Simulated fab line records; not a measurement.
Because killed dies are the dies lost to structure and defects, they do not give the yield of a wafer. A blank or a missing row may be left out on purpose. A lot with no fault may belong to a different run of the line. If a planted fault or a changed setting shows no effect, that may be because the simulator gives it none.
8D (eight disciplines) problem report, filled in by code | flow nand-harc | the parts of the form that need people (team, actions taken, sign-off) are left out

## 1. WHAT WENT WRONG
At NHARC_A_ONON_D1_THK_MEAS_02, thk-nm averages 1285 nm over 12 wafers from 4 lots, while fault-free wafers read 1003 nm, standard deviation 10. That puts it +28 standard deviations away from the usual mean.
The step: measures by ellipsometry.
First seen on wafer L721.1, day 10 06:04, on film-metro-01. Wafers with a number at this step in the record: 48, from 16 lots. Rule for "out", or "out of limits": more than 4 standard deviations from the usual mean. Any other wafer with a number is counted as sound.

## 2. WHAT THIS IS AND IS NOT
question                    | is                     | is not
which readings at this step | thk-nm                 | -
which lots                  | L721, L722, L723, L724 | L715, L716, L717, L718, L719, L720, L726, L728, L730, L732, L735, L737
which wafers of those lots  | all that have a number | -
read on which gauges        | film-metro-01          | film-metro-02
when                        | from day 10 06:04      | up to then (18 sound wafers); but 18 sound wafers of L726, L728, L730, L732, L735, L737 came after

## 3. WHAT RULES OUT EACH SUSPECT
Counting: a tool stays on the suspect list if, at a process step up to the reading, it processed all lots that are out and no sound lot following the first of them.
- ruled out: the gauge at NHARC_A_ONON_D1_THK_MEAS_02. All the wafers that are out were read on film-metro-01, but those of them that NHARC_END_SORT_01 has rows for are out there too, on other tools.
- pecvd-onon-01 at NHARC_A_ONON_D1_DEP_00 (target thk 1000 nm): kept. It ran every lot that is out, first L721 (day 10 05:33), and no sound lot after that; its last sound lot up to then is L720 (day 9 19:25).
After counting, what remains is pecvd-onon-01 at NHARC_A_ONON_D1_DEP_00.

## 4. THE CAUSE (what the simulator had put in)
Process parameter drift: pecvd-onon-01, from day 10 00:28 on, at NHARC_A_ONON_D1_DEP_00. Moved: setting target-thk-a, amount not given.
Counting left only this tool.

## 5. THE EFFECT CHAIN, in route order
One row per reading whose mean, taken over the struck wafers that have a number, lies over 3 standard deviations from the usual. Only readings whose record carries a usual standard deviation are examined. hours: median over the lots of the time between each lot's start at the first step of this table that gives one and its start at this step. sigmas: the change, counted in usual standard deviations.
hours | step                        | reading         | usual   | on struck wafers | change | sigmas
0     | NHARC_A_ONON_D1_THK_MEAS_02 | thk-nm          | 1003 nm | 1285             | +282   | +28
390   | NHARC_END_SORT_01           | killed-at-array | 52      | 672              | +620   | +39
390   | NHARC_END_SORT_01           | killed-dies     | 57      | 677              | +620   | +39

## 6. WHAT WOULD HAVE CAUGHT IT SOONER
The first out-of-limits reading at a measuring or inspecting step in this record came at day 10 06:04, 6 hours after the fault's start at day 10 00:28.
Tool readings at NHARC_A_ONON_D1_DEP_00 with a usual standard deviation given in the record: none out on any struck wafer, hence no alarm at a limit of 4 standard deviations on them.
L722, L723, L724, from the lots that are out (4), started NHARC_A_ONON_D1_DEP_00 on pecvd-onon-01 later than day 10 06:04. A hold on the tool at that time would have spared those 3.
